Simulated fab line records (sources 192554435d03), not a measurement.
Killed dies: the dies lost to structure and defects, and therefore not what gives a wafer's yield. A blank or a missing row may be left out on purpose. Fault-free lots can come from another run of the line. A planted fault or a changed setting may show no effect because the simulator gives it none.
fab line records	flow n5Finfet
record lots=10	wafers=30	lastDay=16
route steps=1938 shown BEOL_M4@1096 BEOL_M5@1130
lots that met no fault: from a run of the same line without faults
startH: hours from the record's opening day to when the first of the lot's shown wafers began	waitH: hours elapsed since this lot's preceding step	" same as the row above	L1.1+2: a row that stands for several wafers	- value missing, or start not given	* or withheld: withheld	< > ~ a bound
route shown NAME@n: a module of which the file shows steps, and the number in the route of the first	usual: the fault-free wafers' mean and standard deviation	same: alike in all rows	chamber/n: place in a boat	sites: readings site by site	_std_site: the standard deviation of these	_edge_site: the outer-site mean with the inner-site mean subtracted	radiusMm: for every site, how far away it sits from the centre of the wafer	mask NAME#n: copy n	behind: the tool/chamber that last shaped the wafer	hold: why the lot went on hold/how many hours it stayed there/how the hold came to an end	device: the transistor (n, p or np) that didn't switch	end of line: the route-end tests of the same wafers	a step without rows: its recipe alone	killed: not the wafer's yield, but the dies lost to structure and defects at the first sort	map: shows each die of a wafer: x if killed, . if not, _ if none is there
set.NAME: the run value of the setting; set.NAME@STEP: its run value at that earlier step	model.NAME: the simulator's own value behind a step, which no gauge read
a sample of lots followed through the steps of the route, with each step as a table and each wafer as a row
services: from which hour (startH, from the record's first day; less than 0 if before it) a tool's chamber was out of use, for how many hours, and why
## steps
# step N5_BEOL_M4_SPUTTER_92
# recipe material=Cu	targetThkA=45	tempC=-20	chamberPressurePa=0.07	powerW=withheld	timeS=8.29
# usual substrateTempC=-19.99/0.11	throttleValvePct=29.7/0.89
lot.wafer	tool	chamber	startH	waitH	substrateTempC	throttleValvePct
L980.1	pvdSputter-01	-	154.92	0.1	-20.09	30.0
L980.2	"	-	"	"	-20.04	30.2
L980.4	"	-	"	"	-19.77	30.9
L982.1	pvdSputter-02	-	171.64	0.1	-20.13	28.8
L982.2	"	-	"	"	-19.98	29.8
L982.4	"	-	"	"	-19.99	29.9
L984.2	pvdSputter-01	-	188.81	0.1	-19.83	28.7
L984.3	"	-	"	"	-19.77	30.1
L984.5	"	-	"	"	-19.82	29.8
L986.1	pvdSputter-01	-	199.50	0.1	-19.98	28.7
L986.2	"	-	"	"	-20.03	30.0
L986.4	"	-	"	"	-20.07	30.2
L988.1	pvdSputter-01	-	207.26	0.1	-20.00	30.2
L988.2	"	-	"	"	-19.94	30.4
L988.6	"	-	"	"	-20.06	30.3
L990.2	pvdSputter-01	-	222.62	0.1	-20.17	30.8
L990.4	"	-	"	"	-19.96	28.7
L990.5	"	-	"	"	-20.01	28.7
L991.1	pvdSputter-02	-	226.19	0.1	-20.08	31.1
L991.3	"	-	"	"	-19.99	29.5
L991.5	"	-	"	"	-19.92	29.2
L995.3	pvdSputter-03	-	249.92	0.1	-19.99	29.5
L995.4	"	-	"	"	-19.97	29.7
L995.6	"	-	"	"	-20.12	27.8
L998.2	pvdSputter-01	-	265.23	0.1	-20.00	30.6
L998.4	"	-	"	"	-19.91	30.1
L998.5	"	-	"	"	-19.90	30.3
L101.1	pvdSputter-03	-	293.81	0.1	-19.81	27.4
L101.3	"	-	"	"	-19.89	29.8
L101.5	"	-	"	"	-19.97	29.8
# step N5_BEOL_M5_ETCH_72
# recipe chemistry=N2/H2	target=underlayer	targetDepthA=65	maskMaterial=CAR-EUV	timeS=5.2	ionEnergyEv=200	pressureMtorr=30	sourceW=840	biasW=150	n2FlowSccm=200	h2FlowSccm=200	ends=cleared
# usual biasW=149.9/0.48	drypumpMotorCurrentA=5.5/0.41	etchRfOnTimeS=5.19/0.17	oesProductAu=0.68/0.058	rfVppV=524/3	showerheadPlenumPTorr=2.55/0.11	throttleValvePct=17.75/0.22
lot.wafer	tool	chamber	startH	waitH	biasW	drypumpMotorCurrentA	etchRfOnTimeS	oesProductAu	rfHoursCounterH	rfVppV	showerheadPlenumPTorr	throttleValvePct
L980.1	rieDiel-02	1	160.86	0.0	149.3	6.0	5.01	0.68	140	522	2.43	17.46
L980.2	"	0	"	"	149.5	5.0	5.30	0.64	164	523	2.52	17.67
L980.4	"	2	"	"	149.0	5.9	5.34	0.62	196	525	2.51	17.93
L982.1	rieDiel-06	2	177.32	0.0	149.5	5.4	4.87	0.72	89	529	2.67	17.71
L982.2	"	3	"	"	150.4	5.9	5.18	0.68	138	519	2.33	17.46
L982.4	"	1	"	"	150.4	4.7	5.36	0.57	232	521	2.49	17.82
L984.2	rieDiel-02	0	192.67	0.0	149.8	5.0	5.20	0.62	174	521	2.51	17.72
L984.3	"	1	"	"	150.4	6.0	5.10	0.67	151	521	2.42	17.50
L984.5	"	0	"	"	149.9	5.0	5.14	0.63	-	524	2.51	17.70
L986.1	rieDiel-06	3	204.11	0.0	149.6	5.9	5.19	0.67	146	518	2.33	17.45
L986.2	"	2	"	"	149.6	5.4	4.79	0.71	97	527	2.67	17.72
L986.4	"	1	"	"	149.3	4.7	5.32	0.57	239	522	2.49	17.82
L988.1	rieDiel-06	0	211.41	0.0	150.6	5.7	5.21	0.79	23	524	2.60	17.53
L988.2	"	3	"	"	149.7	5.9	5.12	0.67	149	518	2.33	17.47
L988.6	"	3	"	"	150.2	5.9	5.13	0.67	-	520	2.33	17.46
L990.2	rieDiel-06	3	227.87	0.0	150.5	5.9	5.19	0.67	154	521	2.32	17.46
L990.4	"	2	"	"	149.8	5.4	4.86	0.70	105	526	2.67	17.76
L990.5	"	2	"	"	149.5	5.4	4.87	0.70	-	527	2.67	17.71
L991.1	rieDiel-05	3	231.37	0.0	149.2	5.2	5.50	0.71	61	526	2.60	17.95
L991.3	"	2	"	"	150.9	5.1	5.20	0.71	81	528	2.69	17.76
L991.5	"	0	"	"	149.2	6.0	5.21	0.70	-	525	2.58	17.76
L995.3	rieDiel-02	1	255.26	0.0	149.8	6.0	5.16	0.65	169	521	2.41	17.51
L995.4	"	0	"	"	150.6	5.0	5.25	0.61	193	524	2.50	17.73
L995.6	"	3	"	"	149.7	5.5	5.25	0.63	-	527	2.65	18.11
L998.2	rieDiel-02	3	270.23	0.0	181.8	5.5	4.78	0.66	177	595	2.65	18.12
L998.4	"	1	"	"	181.2	6.0	4.60	0.68	174	587	2.41	17.52
L998.5	"	1	"	"	181.7	6.0	4.63	0.69	-	589	2.41	17.52
L101.1	rieDiel-02	0	297.75	0.0	180.7	5.1	4.67	0.65	206	591	2.50	17.76
L101.3	"	2	"	"	182.1	5.9	4.87	0.62	238	588	2.49	18.02
L101.5	"	1	"	"	182.6	6.0	4.60	0.69	-	589	2.41	17.55
# step N5_BEOL_M5_ETCH_61
# recipe chemistry=CF4	target=SiARC	targetDepthA=156	maskMaterial=CAR-EUV	timeS=26	ionEnergyEv=80	pressureMtorr=40	sourceW=545	biasW=36	Ar_flow_sccm=100	cf4FlowSccm=100	ends=cleared
# usual biasW=36.01/0.12	drypumpMotorCurrentA=5.5/0.41	etchRfOnTimeS=25.9/0.79	oesProductAu=0.68/0.057	rfVppV=184.0/1.4	showerheadPlenumPTorr=2.14/0.078	throttleValvePct=15.50/0.12
lot.wafer	tool	chamber	startH	waitH	biasW	drypumpMotorCurrentA	etchRfOnTimeS	oesProductAu	rfHoursCounterH	rfVppV	showerheadPlenumPTorr	throttleValvePct
L980.1	rieDiel-02	1	160.88	0.0	36.03	6.0	25.4	0.67	140	184.0	2.07	15.38
L980.2	"	0	"	"	36.24	5.1	26.5	0.64	164	184.4	2.14	15.58
L980.4	"	2	"	"	35.88	5.9	26.6	0.62	196	184.1	2.10	15.64
L982.1	rieDiel-06	2	177.34	0.0	36.22	5.4	24.4	0.71	89	186.1	2.25	15.45
L982.2	"	3	"	"	35.98	5.9	25.4	0.68	138	181.6	1.99	15.33
L982.4	"	1	"	"	35.98	4.7	26.3	0.58	232	183.3	2.12	15.80
L984.2	rieDiel-02	0	192.69	0.0	36.12	5.0	26.4	0.63	174	185.3	2.14	15.61
L984.3	"	1	"	"	36.00	6.0	25.5	0.67	151	182.7	2.06	15.41
L984.5	"	0	"	"	36.07	5.0	26.4	0.62	-	183.1	2.14	15.63
L986.1	rieDiel-06	3	204.12	0.0	35.98	5.9	25.6	0.67	146	182.1	1.99	15.35
L986.2	"	2	"	"	35.93	5.4	24.4	0.71	97	185.2	2.24	15.47
L986.4	"	1	"	"	36.05	4.7	26.8	0.58	239	183.8	2.12	15.82
L988.1	rieDiel-06	0	211.43	0.0	35.98	5.7	25.9	0.78	23	185.0	2.19	15.36
L988.2	"	3	"	"	36.19	5.9	25.7	0.68	149	182.5	1.99	15.38
L988.6	"	3	"	"	36.22	5.9	25.1	0.68	-	182.3	1.99	15.37
L990.2	rieDiel-06	3	227.88	0.0	35.90	5.9	25.7	0.67	154	183.0	1.99	15.38
L990.4	"	2	"	"	36.20	5.4	24.1	0.71	105	184.4	2.24	15.48
L990.5	"	2	"	"	36.01	5.4	24.3	0.71	-	186.6	2.24	15.49
L991.1	rieDiel-05	3	231.39	0.0	36.12	5.2	27.1	0.71	61	183.8	2.16	15.42
L991.3	"	2	"	"	36.00	5.1	26.1	0.70	81	184.4	2.24	15.34
L991.5	"	0	"	"	35.83	6.1	26.4	0.70	-	182.3	2.15	15.48
L995.3	rieDiel-02	1	255.28	0.0	36.09	6.0	25.5	0.65	169	183.2	2.06	15.42
L995.4	"	0	"	"	35.77	5.1	26.0	0.62	193	184.4	2.13	15.65
L995.6	"	3	"	"	36.00	5.5	25.8	0.63	-	183.9	2.21	15.60
L998.2	rieDiel-02	3	270.25	0.0	36.04	5.5	25.9	0.61	177	183.9	2.21	15.63
L998.4	"	1	"	"	36.27	6.0	25.3	0.65	174	182.0	2.06	15.44
L998.5	"	1	"	"	35.97	6.0	25.2	0.65	-	182.8	2.06	15.45
L101.1	rieDiel-02	0	297.77	0.0	35.99	5.0	25.7	0.62	206	183.1	2.13	15.69
L101.3	"	2	"	"	35.93	5.9	26.5	0.60	238	183.3	2.09	15.70
L101.5	"	1	"	"	36.21	6.0	25.4	0.64	-	181.9	2.05	15.46
# step N5_BEOL_M5_STRIP_19
# recipe chemistry=O2	powerW=400	tempC=40	pressureMtorr=30	rfFrequencyHz=6e+07	biasPowerW=0	overashFraction=0.2	o2FlowSccm=225
# usual drypumpMotorCurrentA=5.5/0.41	oesProductAu=0.80/0.065	rfVppV=3.6/0.49	showerheadPlenumPTorr=2.11/0.083	throttleValvePct=16.58/0.16
lot.wafer	tool	chamber	startH	waitH	drypumpMotorCurrentA	oesProductAu	rfHoursCounterH	rfVppV	showerheadPlenumPTorr	throttleValvePct
L980.1	rieDiel-02	1	161.31	0.2	6.0	0.79	140	3.9	2.00	16.30
L980.2	"	0	"	"	5.0	0.75	164	3.6	2.10	16.71
L980.4	"	3	"	"	5.5	0.75	143	3.7	2.18	16.59
L982.1	rieDiel-02	2	177.64	0.1	5.9	0.72	200	3.8	2.06	16.75
L982.2	"	1	"	"	6.0	0.79	147	3.7	1.99	16.31
L982.4	"	3	"	"	5.5	0.74	149	4.2	2.17	16.61
L984.2	rieDiel-05	2	193.06	0.1	5.1	0.82	71	3.8	2.22	16.52
L984.3	"	1	"	"	5.9	0.89	43	4.5	2.15	16.71
L984.5	"	0	"	"	6.0	0.83	-	3.7	2.12	16.55
L986.1	rieDiel-05	2	204.43	0.1	5.1	0.83	74	3.3	2.22	16.53
L986.2	"	0	"	"	6.1	0.83	77	3.1	2.12	16.56
L986.4	"	1	"	"	5.8	0.88	45	3.5	2.15	16.70
L988.1	rieDiel-06	1	211.74	0.1	4.7	0.67	242	3.8	2.07	16.84
L988.2	"	3	"	"	5.9	0.78	149	3.7	1.93	16.36
L988.6	"	0	"	"	5.7	0.92	-	3.0	2.12	16.29
L990.2	rieDiel-05	2	228.20	0.1	5.1	0.82	80	3.7	2.21	16.53
L990.4	"	1	"	"	5.8	0.88	53	5.2	2.15	16.70
L990.5	"	2	"	"	5.1	0.82	-	3.2	2.21	16.52
L991.1	rieDiel-06	2	231.75	0.1	5.4	0.82	106	3.1	2.23	16.70
L991.3	"	3	"	"	5.9	0.78	155	4.4	1.92	16.38
L991.5	"	1	"	"	4.7	0.67	-	3.3	2.07	16.84
L995.3	rieDiel-06	2	255.59	0.1	5.4	0.81	116	3.8	2.23	16.70
L995.4	"	0	"	"	5.6	0.89	-	3.6	2.11	16.33
L995.6	"	2	"	"	5.4	0.81	-	3.3	2.23	16.70
L998.2	rieDiel-02	2	270.56	0.1	5.9	0.70	228	3.6	2.05	16.79
L998.4	"	0	"	"	5.1	0.73	198	3.9	2.09	16.77
L998.5	"	2	"	"	5.9	0.69	-	3.2	2.05	16.81
L101.1	rieDiel-02	2	298.08	0.1	5.9	0.69	238	3.8	2.05	16.81
L101.3	"	0	"	"	5.1	0.71	207	3.6	2.09	16.80
L101.5	"	3	"	"	5.5	0.71	-	3.9	2.16	16.69
## services
tool	chamber	startH	hours	kind
rieDiel-02	3	135.96	8.7	repair
rieDiel-05	2	208.68	3.8	repair
rieDiel-05	0	221.63	2.8	repair
rieDiel-06	1	237.52	-	clean
rieDiel-06	1	237.52	-	consumableReplace:focusRing
rieDiel-06	1	237.52	21.4	scheduledDown
rieDiel-06	1	237.52	21.4	ventCycle
rieDiel-06	3	272.94	8.2	repair
rieDiel-05	2	292.50	6.9	repair
## key
firstSign step=N5_BEOL_M5_ETCH_72	reading=biasW	direction=up	sigmas=66	usual=*	struck=*
effect step=N5_BEOL_M5_ETCH_72	reading=rfVppV	direction=up	sigmas=22	usual=524	struck=590
metAt N5_BEOL_M5_ETCH_72
struckLots L998,L101
notActingAt N5_BEOL_M4_SPUTTER_92,N5_BEOL_M5_ETCH_61,N5_BEOL_M5_STRIP_19
onsetBetween 255.26 270.23
fault kind=processParameterDrift	tool=rieDiel-02	chamber=-	onsetH=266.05	steps=N5_BEOL_M5_ETCH_72	channel=biasW	offset=*	shape=step	endH=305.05	actsIn=*	stated=*
